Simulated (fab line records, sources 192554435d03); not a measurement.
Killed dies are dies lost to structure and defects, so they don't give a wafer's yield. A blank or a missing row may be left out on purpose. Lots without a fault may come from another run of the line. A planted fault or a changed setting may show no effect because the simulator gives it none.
Split-lot experiment | flow n5_finfet | 7 lots, 39 wafers read, on a route of 1938 steps

THE SPLIT
At N5_MOL_CONTACT_COAG_ETCH_110 (etches Si in CF4/O2, target depth 2.5 nm, time 8 s), the setting bias_w was moved away from the recipe's 12 W on 9 of the 39 wafers read, by -17.5% to +15.7%. The other wafers ran this setting at the recipe's value.

The reading is taken at the split's own step.

THE READING
rf_vpp_V, in V, at N5_MOL_CONTACT_COAG_ETCH_110 (etches Si in CF4/O2, target depth 2.5 nm, time 8 s). Fault-free wafers of this fab line usually give 128.0 V, standard deviation 1.2 V.

wafer  | tool, chamber at the split | bias_w as run, W | against the recipe | rf_vpp_V, V | against lot-mates on the recipe
L074.2 | rie_diel-01, 1             | 12               | recipe             | 127.0       | -
L074.4 | rie_diel-01, 2             | 12               | recipe             | 129.0       | -
L074.5 | rie_diel-01, 1             | 12               | recipe             | 126.2       | -
L077.1 | rie_diel-01, 2             | 12               | recipe             | 128.3       | -
L077.2 | rie_diel-01, 3             | 12               | recipe             | 127.2       | -
L077.3 | rie_diel-01, 0             | 12               | recipe             | 128.8       | -
L077.4 | rie_diel-01, 1             | 12               | recipe             | 126.8       | -
L077.5 | rie_diel-01, 1             | 12               | recipe             | 126.8       | -
L077.6 | rie_diel-01, 2             | 12               | recipe             | 129.7       | -
L084.1 | rie_diel-01, 1             | 12               | recipe             | 126.7       | -
L084.2 | rie_diel-01, 0             | 12               | recipe             | 127.3       | -
L084.3 | rie_diel-01, 2             | 12               | recipe             | 128.9       | -
L084.4 | rie_diel-01, 0             | 12               | recipe             | 127.4       | -
L084.5 | rie_diel-01, 2             | 12               | recipe             | 130.2       | -
L084.6 | rie_diel-01, 1             | 12               | recipe             | 126.6       | -
L086.1 | rie_diel-03, 0             | 13.39            | +11.6%             | 141.2       | +13.7
L086.2 | rie_diel-03, 3             | 12               | recipe             | 126.9       | -
L086.3 | rie_diel-03, 1             | 13.39            | +11.6%             | 138.1       | +10.6
L086.4 | rie_diel-03, 2             | 12               | recipe             | 128.6       | -
L086.5 | rie_diel-03, 0             | 13.39            | +11.6%             | 140.1       | +12.6
L086.6 | rie_diel-03, 1             | 12               | recipe             | 126.9       | -
L089.1 | rie_diel-01, 0             | 13.88            | +15.7%             | 145.5       | +16.9
L089.2 | rie_diel-01, 3             | 13.88            | +15.7%             | 143.8       | +15.2
L089.3 | rie_diel-01, 2             | 12               | recipe             | 129.1       | -
L089.4 | rie_diel-01, 1             | 13.88            | +15.7%             | 143.2       | +14.6
L089.5 | rie_diel-01, 3             | 12               | recipe             | 127.8       | -
L089.6 | rie_diel-01, 0             | 12               | recipe             | 128.9       | -
L092.1 | rie_diel-03, 3             | 9.896            | -17.5%             | 108.6       | -20.3
L092.2 | rie_diel-03, 2             | 12               | recipe             | 127.8       | -
L092.3 | rie_diel-03, 1             | 9.896            | -17.5%             | 108.0       | -20.9
L092.4 | rie_diel-03, 0             | 12               | recipe             | 130.7       | -
L092.5 | rie_diel-03, 2             | 12               | recipe             | 128.3       | -
L092.6 | rie_diel-03, 3             | 9.896            | -17.5%             | 106.5       | -22.4
L097.1 | rie_diel-06, 3             | 12               | recipe             | 128.6       | -
L097.2 | rie_diel-06, 0             | 12               | recipe             | 127.6       | -
L097.3 | rie_diel-06, 2             | 12               | recipe             | 128.7       | -
L097.4 | rie_diel-06, 1             | 12               | recipe             | 125.7       | -
L097.5 | rie_diel-06, 1             | 12               | recipe             | 126.7       | -
L097.6 | rie_diel-06, 0             | 12               | recipe             | 128.1       | -

THE FIT
A straight line over all 39 wafers: rf_vpp_V changes by +1.09 V for each +1% of bias_w; r = +0.99; the points scatter about the line by 1.3 V.
The same after taking each lot's own level away (the mean of its wafers on the recipe; 39 wafers): +1.11 V for each +1%; r = +0.99; scatter 1.3 V.
On that fit, the largest move of bias_w shifts the reading by 19 V.
The lots' own levels span 127.40 to 128.93 V, that is 1.3 times the standard deviation above.
So the lot-to-lot level changes the slope little: the two slopes agree.
Check: with one of the wafers moved furthest among these (-17.5%) left out of the fit, the line predicts -19.6 V for it against its lot-mates. It came out at -20.3 V against them.
Tool readings at the split's step, against how far the setting was moved: rf_vpp_V r = +0.99.

OTHER SPLITS ON THESE WAFERS
These wafers also went through other splits before the reading. Each is held against what the fit with the lots' levels taken away leaves over:
other split on the same wafers          | wafers away from the commonest value | r with rf_vpp_V (lot level and that fit taken away)
N5_WELL_APT_EXPOSE_22 dose_mj           | 6                                    | +0.09
N5_DUMMY_GATE_ETCH_37 source_w          | 9                                    | +0.04
N5_SD_EPI_N_ETCH_35 source_w            | 15                                   | -0.11
N5_SD_EPI_P_SD_RECESS_17 target_depth_a | 12                                   | -0.13
N5_HKMG_FIN_ETCH_54 source_w            | 18                                   | -0.16

THE WHOLE CHAIN: every reading that the file lists as answering this split, in the file's order
step                         | what it does                                       | reading                                                        | change (the file's fit)                | r (the file's)
N5_MOL_CONTACT_COAG_ETCH_110 | etches Si in CF4/O2, target depth 2.5 nm, time 8 s | rf_vpp_V                                                       | +1.1 V for each +1% of the setting     | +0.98
N5_MOL_CONTACT_COAG_ETCH_110 | etches Si in CF4/O2, target depth 2.5 nm, time 8 s | etch.depth_nm (the simulator's own value, which no gauge read) | +0.0128 nm for each +1% of the setting | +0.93

THE FILE'S OWN FIT
rf_vpp_V changes by +1.1 V for each +1% of bias_w, r = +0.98.
